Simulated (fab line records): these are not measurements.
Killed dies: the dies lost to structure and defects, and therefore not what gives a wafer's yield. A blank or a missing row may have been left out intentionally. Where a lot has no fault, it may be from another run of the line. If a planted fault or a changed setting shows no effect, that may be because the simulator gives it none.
A lot that was struck, set against a sound lot || flow nand_harc || 15 steps out of a route of 1159
Sound: the wafers L846.1, L846.3, L846.6. The struck wafers were L855.1, L855.2, L855.4. The cause is given at the end.
Per side, at each step with rows, come the tool, then ch with its chambers, and then its first start. Under that, the readings that differ: sound wafers || struck wafers || difference of the means || sigmas: that difference in standard deviations of wafers without a fault.
alike: readings whose means differ by less than 2 such deviations, and words and numbers that are the same on both sides. not compared: withheld readings, readings that some wafer has no value for, bounds like >300 that may hide the same value, and numbers for which the record gives no deviation and whose values overlap.
A row with sigmas, a row that says differs or no value, or rows on one side alone: a step with any of these is where the two part. When numbers do not overlap yet have no deviation, they are printed without sigmas and do not part them. A reading missing from all wafers of one side parts the sides only when that side holds two or more wafers.

first, 3 steps without rows for these wafers: NHARC_A_CONTACT_ETCH_113 (etches the open film in C4F8/O2/Ar, time 94 s, target depth 922 nm); NHARC_A_CONTACT_ETCH_114 (etches the open film in C4F8/O2/Ar, time 94 s, target depth 922 nm); NHARC_A_CONTACT_ETCH_115 (etches the open film in C4F8/O2/Ar, time 94 s, target depth 922 nm).
NHARC_A_CONTACT_ETCH_116: etches the open film in C4F8/O2/Ar, time 94 s, target depth 922 nm.
  sound on har_cap_etch-02 ch 0,1, day 16 11:25; struck on har_cap_etch-01 ch 0,1, day 19 07:22
  not compared: rf_hours_counter_h
NHARC_A_CONTACT_ETCH_117: etches the open film in C4F8/O2/Ar, time 94 s, target depth 922 nm.
  sound on har_cap_etch-02 ch 0,1, day 16 11:30; struck on har_cap_etch-01 ch 0,1, day 19 07:28
  not compared: rf_hours_counter_h
NHARC_A_CONTACT_ETCH_118: etches the open film in C4F8/O2/Ar, time 94 s, target depth 922 nm.
  sound on har_cap_etch-02 ch 0,1, day 16 11:35; struck on har_cap_etch-01 ch 0,1, day 19 07:33
  not compared: rf_hours_counter_h
then, 1 step without rows for these wafers: NHARC_A_CONTACT_ETCH_119 (etches the open film in C4F8/O2/Ar, time 94 s, target depth 922 nm).
NHARC_A_CONTACT_ETCH_120: etches the open film in C4F8/O2/Ar, time 94 s, target depth 922 nm.
  sound on har_cap_etch-02 ch 0,1, day 16 11:47; struck on har_cap_etch-01 ch 0,1, day 19 07:44
  not compared: rf_hours_counter_h
NHARC_A_CONTACT_ETCH_121: etches the open film in C4F8/O2/Ar, time 94 s, target depth 922 nm.
  sound on har_cap_etch-02 ch 0,1, day 16 11:52; struck on har_cap_etch-01 ch 0,1, day 19 07:49
  not compared: rf_hours_counter_h
then, 3 steps without rows for these wafers: NHARC_A_CONTACT_ETCH_122 (etches the open film in C4F8/O2/Ar, time 95 s, target depth 930 nm); NHARC_A_CONTACT_ETCH_123 (etches the open film in C4F8/O2/Ar, time 253 s, target depth 1090 nm); NHARC_A_CONTACT_ETCH_90 (etches the open film in CH3F/O2, target depth 40 nm, time 85.7 s).
NHARC_A_CONTACT_ETCH_96: etches the open film in C4F6/O2, target depth 20 nm, time 10 s.
  sound on rie_diel-03 ch 0,2, day 16 12:49; struck on rie_diel-03 ch 0,1,2, day 19 08:46
{"reading": "oes_product_au (a.u.)", "sound": "0.960 0.982 0.984", "struck": "0.758 0.741 0.750", "difference": -0.226, "sigmas": -8}
  alike: drypump_motor_current_A, rf_vpp_V, showerhead_plenum_p_Torr, throttle_valve_pct
  not compared: rf_hours_counter_h
NHARC_A_CONTACT_CD_MEAS_53:
  struck on cd_sem-03, day 19 08:50; sound on cd_sem-02, day 16 12:54
  alike: cd_nm
-- the record jumps here: 3 days lie between the struck wafers' starts before and after (it left off in module A_CONTACT and takes up again in module END, whose first step shown is number 1159 of the route) --
NHARC_END_SORT_01:
  here the record holds rows for the struck wafers (prober-02 ch 0, day 22 06:04) but none for the sound ones

## WHERE THEY PART
Last at NHARC_END_SORT_01 as far as this record goes, first at NHARC_A_CONTACT_ETCH_96.

WHY: what had been put in by the simulator
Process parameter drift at NHARC_A_CONTACT_ETCH_96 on rie_diel-03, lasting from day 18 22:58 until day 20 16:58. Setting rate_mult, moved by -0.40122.
